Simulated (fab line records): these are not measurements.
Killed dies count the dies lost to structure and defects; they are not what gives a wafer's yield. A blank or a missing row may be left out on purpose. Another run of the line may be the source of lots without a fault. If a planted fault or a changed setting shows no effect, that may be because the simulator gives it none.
Which tool did it? / flow n5-finfet / 9 lots with 27 wafers sampled at 5 steps, on a route of 1938 steps

== WHAT THE GAUGES READ, wafer by wafer ==
N5_FIN_CUT_CD_MEAS_08: target cd 29.1 nm. Usual: cd-nm at 29.12 nm, with a standard deviation of 0.26.
lot=L541; measured=day 2 14:58; on=cd-sem-01; cd-nm (nm)=29.16 29.67 28.66; flag=
lot=L546; measured=day 3 20:13; on=cd-sem-03; cd-nm (nm)=28.84 29.21 29.43; flag=
lot=L554; measured=day 5 21:49; on=cd-sem-03; cd-nm (nm)=29.67 28.99 29.18; flag=
lot=L555; measured=day 6 03:26; on=cd-sem-02; cd-nm (nm)=29.26 29.18 29.13; flag=
lot=L558; measured=day 6 21:45; on=cd-sem-02; cd-nm (nm)=29.01 29.24 29.18; flag=
lot=L559; measured=day 7 03:11; on=cd-sem-03; cd-nm (nm)=29.24 28.74 29.74; flag=
lot=L560; measured=day 7 09:05; on=cd-sem-02; cd-nm (nm)=29.44 29.05 29.15; flag=
lot=L561; measured=day 7 15:16; on=cd-sem-03; cd-nm (nm)=28.99 29.09 29.38; flag=
lot=L562; measured=day 7 20:28; on=cd-sem-03; cd-nm (nm)=29.25 29.09 28.46; flag=

N5_BEOL_M4_RC_MEAS_101. Usual: DIBL_N 36.3 mV/V, standard deviation 1.7; DIBL_P 36.5 mV/V, standard deviation 1.8; IOFF_N 0.16 nA/um, standard deviation 0.033; IOFF_P 0.21 nA/um, standard deviation 0.037; ION_N 675 uA/um, standard deviation 11; ION_P 462 uA/um, standard deviation 7.9; SS_N 71.6 mV/dec, standard deviation 0.64; SS_P 73.3 mV/dec, standard deviation 0.68; VT_N 249 mV, standard deviation 3.3; VT_P -250 mV, standard deviation 3.3.
lot=L541; measured=day 8 07:23; on=prober-01; DIBL_N (mV/V)=37.0 35.9 36.4; DIBL_P (mV/V)=37.9 36.4 36.4; IOFF_N (nA/um)=0.16 0.14 0.14; IOFF_P (nA/um)=0.23 0.22 0.21; ION_N (uA/um)=674 669 675; ION_P (uA/um)=464 461 471; SS_N (mV/dec)=71.5 71.1 71.3; SS_P (mV/dec)=73.7 73.5 73.1; VT_N (mV)=249 251 251; VT_P (mV)=-251 -250 -250; flag=
lot=L546; measured=day 9 06:10; on=prober-02; DIBL_N (mV/V)=33.1 34.9 33.9; DIBL_P (mV/V)=32.8 33.6 33.6; IOFF_N (nA/um)=0.11 0.12 0.11; IOFF_P (nA/um)=0.17 0.18 0.18; ION_N (uA/um)=665 656 668; ION_P (uA/um)=462 455 461; SS_N (mV/dec)=70.6 70.5 70.7; SS_P (mV/dec)=72.3 71.4 71.8; VT_N (mV)=255 253 255; VT_P (mV)=-253 -250 -251; flag=
lot=L554; measured=day 11 16:40; on=prober-02; DIBL_N (mV/V)=37.0 38.1 39.1; DIBL_P (mV/V)=36.3 37.1 38.9; IOFF_N (nA/um)=0.17 0.19 0.21; IOFF_P (nA/um)=0.24 0.24 0.27; ION_N (uA/um)=677 675 686; ION_P (uA/um)=463 462 465; SS_N (mV/dec)=71.6 72.2 72.7; SS_P (mV/dec)=73.4 73.7 73.8; VT_N (mV)=249 248 248; VT_P (mV)=-248 -246 -248; flag=
lot=L555; measured=day 11 18:43; on=prober-02; DIBL_N (mV/V)=38.3 37.4 39.3; DIBL_P (mV/V)=38.1 36.6 38.4; IOFF_N (nA/um)=0.17 0.15 0.17; IOFF_P (nA/um)=0.20 0.19 0.20; ION_N (uA/um)=681 660 661; ION_P (uA/um)=455 457 450; SS_N (mV/dec)=72.2 72.0 73.0; SS_P (mV/dec)=74.4 73.6 73.8; VT_N (mV)=250 252 251; VT_P (mV)=-254 -255 -253; flag=
lot=L558; measured=day 12 03:55; on=prober-01; DIBL_N (mV/V)=37.3 36.3 37.3; DIBL_P (mV/V)=36.6 35.8 36.4; IOFF_N (nA/um)=0.16 0.15 0.17; IOFF_P (nA/um)=0.23 0.22 0.23; ION_N (uA/um)=678 662 667; ION_P (uA/um)=472 460 464; SS_N (mV/dec)=71.4 71.4 71.9; SS_P (mV/dec)=72.5 73.4 73.5; VT_N (mV)=254 253 249; VT_P (mV)=-245 -248 -247; flag=
lot=L559; measured=day 13 00:05; on=prober-02; DIBL_N (mV/V)=33.4 35.3 34.3; DIBL_P (mV/V)=33.1 34.8 33.9; IOFF_N (nA/um)=0.13 0.16 0.14; IOFF_P (nA/um)=0.17 0.19 0.18; ION_N (uA/um)=682 677 672; ION_P (uA/um)=465 462 459; SS_N (mV/dec)=71.4 71.3 71.9; SS_P (mV/dec)=72.7 73.6 73.2; VT_N (mV)=251 247 250; VT_P (mV)=-254 -251 -252; flag=
lot=L560; measured=day 13 03:38; on=prober-02; DIBL_N (mV/V)=40.0 38.2 37.6; DIBL_P (mV/V)=40.9 38.7 37.9; IOFF_N (nA/um)=0.28 0.23 0.21; IOFF_P (nA/um)=0.27 0.24 0.22; ION_N (uA/um)=717 695 687; ION_P (uA/um)=475 461 459; SS_N (mV/dec)=72.9 73.1 71.7; SS_P (mV/dec)=74.6 74.5 73.4; VT_N (mV)=241 242 245; VT_P (mV)=-250 -249 -251; flag=
lot=L561; measured=day 13 10:11; on=prober-02; DIBL_N (mV/V)=36.2 37.3 37.5; DIBL_P (mV/V)=35.1 36.3 37.0; IOFF_N (nA/um)=0.14 0.16 0.16; IOFF_P (nA/um)=0.17 0.18 0.20; ION_N (uA/um)=662 677 673; ION_P (uA/um)=447 458 458; SS_N (mV/dec)=71.2 72.1 71.5; SS_P (mV/dec)=73.8 73.9 74.2; VT_N (mV)=253 249 247; VT_P (mV)=-251 -254 -253; flag=
lot=L562; measured=day 13 10:06; on=prober-01; DIBL_N (mV/V)=33.2 36.3 36.8; DIBL_P (mV/V)=33.6 37.7 38.6; IOFF_N (nA/um)=0.12 0.18 0.19; IOFF_P (nA/um)=0.16 0.21 0.22; ION_N (uA/um)=669 678 677; ION_P (uA/um)=452 461 458; SS_N (mV/dec)=71.2 71.9 72.1; SS_P (mV/dec)=72.4 74.4 74.3; VT_N (mV)=252 248 246; VT_P (mV)=-256 -250 -253; flag=

== WHICH TOOL RAN EACH LOT (tool, then ch and the chambers of the sampled wafers, then the start) ==
lot=L541; N5_FIN_SAQP_MANDREL2_REMOVE_60=rie-si-02 ch 0,1,2, day 2 13:36; N5_FIN_CUT_ETCH_30=rie-diel-05 ch 2,3, day 2 15:08; N5_FIN_CUT_STRIP_22=rie-diel-04 ch 0,2,3, day 2 15:52
lot=L546; N5_FIN_SAQP_MANDREL2_REMOVE_60=rie-si-02 ch 1,2, day 3 19:06; N5_FIN_CUT_ETCH_30=rie-diel-02 ch 0,1,3, day 3 20:23; N5_FIN_CUT_STRIP_22=rie-diel-04 ch 0,2,3, day 3 21:06
lot=L554; N5_FIN_SAQP_MANDREL2_REMOVE_60=rie-si-01 ch 0,1,2, day 5 20:41; N5_FIN_CUT_ETCH_30=rie-diel-04 ch 1,2,3, day 5 22:07; N5_FIN_CUT_STRIP_22=rie-diel-04 ch 0,1, day 5 22:50
lot=L555; N5_FIN_SAQP_MANDREL2_REMOVE_60=rie-si-02 ch 0,1,3, day 6 02:26; N5_FIN_CUT_ETCH_30=rie-diel-04 ch 0,1,3, day 6 03:36; N5_FIN_CUT_STRIP_22=rie-diel-02 ch 0,1,3, day 6 04:21
lot=L558; N5_FIN_SAQP_MANDREL2_REMOVE_60=rie-si-01 ch 0,1, day 6 20:13; N5_FIN_CUT_ETCH_30=rie-diel-02 ch 2,3, day 6 22:23; N5_FIN_CUT_STRIP_22=rie-diel-04 ch 0,3, day 6 23:11
lot=L559; N5_FIN_SAQP_MANDREL2_REMOVE_60=rie-si-01 ch 0,2,3, day 7 02:08; N5_FIN_CUT_ETCH_30=rie-diel-02 ch 1,2, day 7 03:21; N5_FIN_CUT_STRIP_22=rie-diel-04 ch 0,1,2, day 7 04:16
lot=L560; N5_FIN_SAQP_MANDREL2_REMOVE_60=rie-si-01 ch 0,2,3, day 7 08:05; N5_FIN_CUT_ETCH_30=rie-diel-02 ch 2,3, day 7 09:14; N5_FIN_CUT_STRIP_22=rie-diel-05 ch 2,3, day 7 09:58
lot=L561; N5_FIN_SAQP_MANDREL2_REMOVE_60=rie-si-01 ch 0,1, day 7 14:16; N5_FIN_CUT_ETCH_30=rie-diel-05 ch 0,3, day 7 15:35; N5_FIN_CUT_STRIP_22=rie-diel-02 ch 1,2, day 7 16:18
lot=L562; N5_FIN_SAQP_MANDREL2_REMOVE_60=rie-si-02 ch 0,1, day 7 19:20; N5_FIN_CUT_ETCH_30=rie-diel-05 ch 0,2,3, day 7 20:38; N5_FIN_CUT_STRIP_22=rie-diel-05 ch 0,1,3, day 7 21:21
- N5_FIN_SAQP_MANDREL2_REMOVE_60: chemistry HBr/Cl2/O2, target a-Si, stops on SiNx, bt time 10 s.
- N5_FIN_CUT_ETCH_30: etches underlayer in N2/H2, target depth 13 nm, time 10.4 s.
- N5_FIN_CUT_STRIP_22: strips in N2/H2.

== AS READ BY THE TOOLS THEMSELVES (means over the sampled wafers that have a number; for cases with no such wafer, the mark the record gives instead) ==
N5_FIN_SAQP_MANDREL2_REMOVE_60. Usual: HBr_flow_sccm 149.9 sccm, standard deviation 0.41; bias-w 21.99 W, standard deviation 0.078; drypump-motor-current-A 5.9 A, standard deviation 0.54; mfc-cl2-sccm 79.99 sccm, standard deviation 0.25; oes-product-au 0.998 a.u., standard deviation 0.019; throttle-valve-pct 36.59 %, standard deviation 0.27.
lot=L541; tool=rie-si-02; HBr_flow_sccm (sccm)=150.0; bias-w (W)=21.94; drypump-motor-current-A (A)=6.1; mfc-cl2-sccm (sccm)=79.96; oes-product-au (a.u.)=0.984; throttle-valve-pct (%)=36.68; flag=
lot=L546; tool=rie-si-02; HBr_flow_sccm (sccm)=150.0; bias-w (W)=21.90; drypump-motor-current-A (A)=6.2; mfc-cl2-sccm (sccm)=80.00; oes-product-au (a.u.)=0.996; throttle-valve-pct (%)=36.63; flag=
lot=L554; tool=rie-si-01; HBr_flow_sccm (sccm)=150.2; bias-w (W)=21.96; drypump-motor-current-A (A)=6.0; mfc-cl2-sccm (sccm)=79.95; oes-product-au (a.u.)=1.007; throttle-valve-pct (%)=36.70; flag=
lot=L555; tool=rie-si-02; HBr_flow_sccm (sccm)=149.6; bias-w (W)=22.06; drypump-motor-current-A (A)=5.7; mfc-cl2-sccm (sccm)=79.91; oes-product-au (a.u.)=0.991; throttle-valve-pct (%)=36.75; flag=
lot=L558; tool=rie-si-01; HBr_flow_sccm (sccm)=150.1; bias-w (W)=21.99; drypump-motor-current-A (A)=6.0; mfc-cl2-sccm (sccm)=79.89; oes-product-au (a.u.)=0.999; throttle-valve-pct (%)=36.88; flag=
lot=L559; tool=rie-si-01; HBr_flow_sccm (sccm)=149.6; bias-w (W)=22.03; drypump-motor-current-A (A)=6.0; mfc-cl2-sccm (sccm)=79.76; oes-product-au (a.u.)=1.016; throttle-valve-pct (%)=36.52; flag=
lot=L560; tool=rie-si-01; HBr_flow_sccm (sccm)=149.6; bias-w (W)=22.06; drypump-motor-current-A (A)=6.0; mfc-cl2-sccm (sccm)=80.14; oes-product-au (a.u.)=1.013; throttle-valve-pct (%)=36.51; flag=
lot=L561; tool=rie-si-01; HBr_flow_sccm (sccm)=150.2; bias-w (W)=22.02; drypump-motor-current-A (A)=6.0; mfc-cl2-sccm (sccm)=79.92; oes-product-au (a.u.)=0.994; throttle-valve-pct (%)=36.87; flag=
lot=L562; tool=rie-si-02; HBr_flow_sccm (sccm)=150.3; bias-w (W)=22.02; drypump-motor-current-A (A)=6.0; mfc-cl2-sccm (sccm)=80.08; oes-product-au (a.u.)=0.986; throttle-valve-pct (%)=36.85; flag=

N5_FIN_CUT_ETCH_30. Usual: bias-w is 150.0 W with standard deviation 0.47, drypump-motor-current-A is 5.8 A with standard deviation 0.38, etch-rf-on-time-s is 10.42 s with standard deviation 0.15, oes-product-au is 0.65 a.u. with standard deviation 0.046, rf-vpp-V is 523.7 V with standard deviation 2.1, showerhead-plenum-p-Torr is 2.54 Torr with standard deviation 0.071, and throttle-valve-pct is 17.87 % with standard deviation 0.18.
lot=L541; tool=rie-diel-05; bias-w (W)=149.8; drypump-motor-current-A (A)=5.8; etch-rf-on-time-s (s)=10.20; oes-product-au (a.u.)=0.70; rf-vpp-V (V)=523.6; showerhead-plenum-p-Torr (Torr)=2.53; throttle-valve-pct (%)=17.58; flag=
lot=L546; tool=rie-diel-02; bias-w (W)=149.7; drypump-motor-current-A (A)=5.8; etch-rf-on-time-s (s)=11.47; oes-product-au (a.u.)=0.62; rf-vpp-V (V)=523.5; showerhead-plenum-p-Torr (Torr)=2.51; throttle-valve-pct (%)=17.96; flag=OFF
lot=L554; tool=rie-diel-04; bias-w (W)=149.9; drypump-motor-current-A (A)=5.6; etch-rf-on-time-s (s)=10.50; oes-product-au (a.u.)=0.67; rf-vpp-V (V)=524.0; showerhead-plenum-p-Torr (Torr)=2.55; throttle-valve-pct (%)=17.75; flag=
lot=L555; tool=rie-diel-04; bias-w (W)=149.9; drypump-motor-current-A (A)=5.2; etch-rf-on-time-s (s)=10.53; oes-product-au (a.u.)=0.66; rf-vpp-V (V)=523.7; showerhead-plenum-p-Torr (Torr)=2.51; throttle-valve-pct (%)=17.74; flag=
lot=L558; tool=rie-diel-02; bias-w (W)=148.9; drypump-motor-current-A (A)=6.0; etch-rf-on-time-s (s)=10.49; oes-product-au (a.u.)=0.62; rf-vpp-V (V)=523.8; showerhead-plenum-p-Torr (Torr)=2.55; throttle-valve-pct (%)=17.83; flag=
lot=L559; tool=rie-diel-02; bias-w (W)=150.5; drypump-motor-current-A (A)=6.2; etch-rf-on-time-s (s)=10.18; oes-product-au (a.u.)=0.65; rf-vpp-V (V)=525.8; showerhead-plenum-p-Torr (Torr)=2.58; throttle-valve-pct (%)=18.03; flag=
lot=L560; tool=rie-diel-02; bias-w (W)=150.1; drypump-motor-current-A (A)=6.0; etch-rf-on-time-s (s)=10.47; oes-product-au (a.u.)=0.62; rf-vpp-V (V)=525.3; showerhead-plenum-p-Torr (Torr)=2.55; throttle-valve-pct (%)=17.83; flag=
lot=L561; tool=rie-diel-05; bias-w (W)=150.5; drypump-motor-current-A (A)=6.1; etch-rf-on-time-s (s)=10.23; oes-product-au (a.u.)=0.71; rf-vpp-V (V)=524.7; showerhead-plenum-p-Torr (Torr)=2.53; throttle-valve-pct (%)=17.81; flag=
lot=L562; tool=rie-diel-05; bias-w (W)=149.8; drypump-motor-current-A (A)=5.9; etch-rf-on-time-s (s)=10.24; oes-product-au (a.u.)=0.68; rf-vpp-V (V)=524.6; showerhead-plenum-p-Torr (Torr)=2.55; throttle-valve-pct (%)=17.77; flag=

N5_FIN_CUT_STRIP_22. Usual: drypump-motor-current-A 5.7 A, standard deviation 0.45; oes-product-au 0.77 a.u., standard deviation 0.064; rf-vpp-V 54.3 V, standard deviation 2.1; showerhead-plenum-p-Torr 3.35 Torr, standard deviation 0.097; throttle-valve-pct 18.79 %, standard deviation 0.29.
lot=L541; tool=rie-diel-04; drypump-motor-current-A (A)=5.6; oes-product-au (a.u.)=0.77; rf-vpp-V (V)=56.4; showerhead-plenum-p-Torr (Torr)=3.31; throttle-valve-pct (%)=18.62; flag=
lot=L546; tool=rie-diel-04; drypump-motor-current-A (A)=5.6; oes-product-au (a.u.)=0.75; rf-vpp-V (V)=54.8; showerhead-plenum-p-Torr (Torr)=3.30; throttle-valve-pct (%)=18.61; flag=
lot=L554; tool=rie-diel-04; drypump-motor-current-A (A)=5.2; oes-product-au (a.u.)=0.79; rf-vpp-V (V)=53.9; showerhead-plenum-p-Torr (Torr)=3.29; throttle-valve-pct (%)=18.72; flag=
lot=L555; tool=rie-diel-02; drypump-motor-current-A (A)=5.9; oes-product-au (a.u.)=0.76; rf-vpp-V (V)=57.2; showerhead-plenum-p-Torr (Torr)=3.30; throttle-valve-pct (%)=19.23; flag=
lot=L558; tool=rie-diel-04; drypump-motor-current-A (A)=5.3; oes-product-au (a.u.)=0.71; rf-vpp-V (V)=52.5; showerhead-plenum-p-Torr (Torr)=3.24; throttle-valve-pct (%)=18.62; flag=
lot=L559; tool=rie-diel-04; drypump-motor-current-A (A)=5.6; oes-product-au (a.u.)=0.80; rf-vpp-V (V)=53.9; showerhead-plenum-p-Torr (Torr)=3.33; throttle-valve-pct (%)=18.77; flag=
lot=L560; tool=rie-diel-05; drypump-motor-current-A (A)=5.6; oes-product-au (a.u.)=0.75; rf-vpp-V (V)=53.5; showerhead-plenum-p-Torr (Torr)=3.41; throttle-valve-pct (%)=18.63; flag=
lot=L561; tool=rie-diel-02; drypump-motor-current-A (A)=6.2; oes-product-au (a.u.)=0.75; rf-vpp-V (V)=53.9; showerhead-plenum-p-Torr (Torr)=3.40; throttle-valve-pct (%)=19.15; flag=
lot=L562; tool=rie-diel-05; drypump-motor-current-A (A)=6.2; oes-product-au (a.u.)=0.78; rf-vpp-V (V)=53.7; showerhead-plenum-p-Torr (Torr)=3.36; throttle-valve-pct (%)=18.84; flag=

== THE ANSWER, worked out from the rows above alone ==
Rule: lot off if the mean of its wafers having a number is beyond 3 standard deviations from the usual mean. Also off: a lot with no number at a reading for which 4 or more lots have one. The other lots that the step has rows for count as sound. Order of review: gauges by route order, followed by the tools' own readings, for which a lot's mean as printed above is used. At the first step where some lot is off, the reading lying furthest off is the one used; lots without a number count as furthest.
Off: L546 (N5_FIN_CUT_ETCH_30, etch-rf-on-time-s).
A tool fits if, at that step or a process step before it, it ran every lot that is off, and no sound lot after the first of them. Not one of the candidates tried fits.

== WHAT THE SIMULATOR HAD PUT IN ==
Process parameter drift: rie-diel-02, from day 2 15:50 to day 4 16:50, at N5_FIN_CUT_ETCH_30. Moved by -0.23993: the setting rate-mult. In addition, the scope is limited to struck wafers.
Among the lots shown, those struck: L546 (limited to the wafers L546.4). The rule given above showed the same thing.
